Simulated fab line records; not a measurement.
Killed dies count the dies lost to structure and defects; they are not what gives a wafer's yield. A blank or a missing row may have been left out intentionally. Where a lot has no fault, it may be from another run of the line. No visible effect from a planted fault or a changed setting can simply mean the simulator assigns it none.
Split-lot experiment | flow n5Finfet | 21 wafers read across 7 lots, on a route 1938 steps long

== ABOUT THE SPLIT ==
At N5_BEOL_M1_DEP_57 (deposits SiCN from 3MS/NH3, target thk 8 nm, time 14 s), the setting timeS was moved away from the recipe's 14 s on 7 of the 21 wafers read, by -10.9% to +14.8%. The other wafers ran this setting at the recipe's value.

Reading taken at the split's own step.

== THE READING ==
SiCN_of_BEOL_M1_DEP_57.thkNm (the simulator's own value, which no gauge read), in nm, at N5_BEOL_M1_DEP_57 (deposits SiCN from 3MS/NH3, target thk 8 nm, time 14 s). The file does not state a usual value for it. Here, 14 wafers ran the recipe; their average is 8.1 nm with a standard deviation of 0.15 nm.

wafer  | tool, chamber at the split | timeS as run, s | against the recipe | SiCN_of_BEOL_M1_DEP_57.thkNm, nm | against lot-mates on the recipe
L077.2 | pecvd-01, 2                | 14              | recipe             | 8                                | -
L077.4 | pecvd-01, 0,2              | 14              | recipe             | 8.2                              | -
L077.6 | pecvd-01, 0,2              | 14              | recipe             | 8.2                              | -
L078.1 | pecvd-04, 1                | 12.48           | -10.9%             | 7                                | -1.2
L078.5 | pecvd-04, 2                | 14              | recipe             | 8.2                              | -
L078.6 | pecvd-04, 0                | 12.48           | -10.9%             | 7.2                              | -1.0
L079.4 | pecvd-04, 0                | 14              | recipe             | 7.8                              | -
L079.5 | pecvd-04, 0,2              | 14              | recipe             | 8                                | -
L079.6 | pecvd-04, 0,2              | 14              | recipe             | 8                                | -
L082.1 | pecvd-02, 1                | 16.07           | +14.8%             | 9                                | +0.8
L082.4 | pecvd-02, 1                | 16.07           | +14.8%             | 9.4                              | +1.2
L082.6 | pecvd-02, 1                | 14              | recipe             | 8.2                              | -
L084.3 | pecvd-04, 1                | 14              | recipe             | 8                                | -
L084.4 | pecvd-04, 0                | 14              | recipe             | 7.8                              | -
L084.5 | pecvd-04, 1                | 14              | recipe             | 8.2                              | -
L086.2 | pecvd-04, 0                | 12.72           | -9.1%              | 7.2                              | -1.0
L086.3 | pecvd-04, 1                | 14              | recipe             | 8.2                              | -
L086.4 | pecvd-04, 1                | 14              | recipe             | 8.2                              | -
L089.1 | pecvd-01, 0,2              | 15.57           | +11.2%             | 9                                | +0.8
L089.5 | pecvd-01, 0,2              | 15.57           | +11.2%             | 9                                | +0.8
L089.3 | pecvd-01, 0                | 14              | recipe             | 8.2                              | -
If several chambers appear in one row, that row covers several wafers at once and the file leaves open which wafer was in which chamber.

THE FIT
A straight line over all 21 wafers: SiCN_of_BEOL_M1_DEP_57.thkNm changes by +0.0828 nm for each +1% of timeS; r = +0.97; the points scatter about the line by 0.15 nm.
The same after taking each lot's own level away (the mean of its wafers on the recipe; 21 wafers): +0.0812 nm for each +1%; r = +0.97; scatter 0.15 nm.
According to that fit, moving timeS by its largest amount changes the reading by 1.2 nm.
Measured against the standard deviation above, the lots' own levels, which go from 7.93 to 8.20 nm, span 1.8 times it.
The two slopes are in agreement: the lot-to-lot level therefore moves the slope only a little.
Check: with one of the wafers moved furthest among these (+14.8%) left out of the fit, the line predicts +1.24 nm for it against its lot-mates. It came out at +0.8 nm against them.

== OTHER SPLITS APPLIED TO THESE WAFERS ==
Note: prior to the reading, these wafers also went through further splits. Each is held against what the fit with the lots' levels taken away leaves over:
other split on the same wafers   | wafers away from the commonest value | r with SiCN_of_BEOL_M1_DEP_57.thkNm (lot level and that fit taken away)
N5_BEOL_M0_SAQP_ALD_48 aldCycles | 10                                   | -0.30
N5_BEOL_M1_COAT_05 spinRpm       | 8                                    | -0.10
N5_BEOL_M1_ETCH_64 sourceW       | 6                                    | +0.16

== FILE'S OWN FIT ==
SiCN_of_BEOL_M1_DEP_57.thkNm changes by +0.0822 nm for each +1% of timeS, r = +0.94.
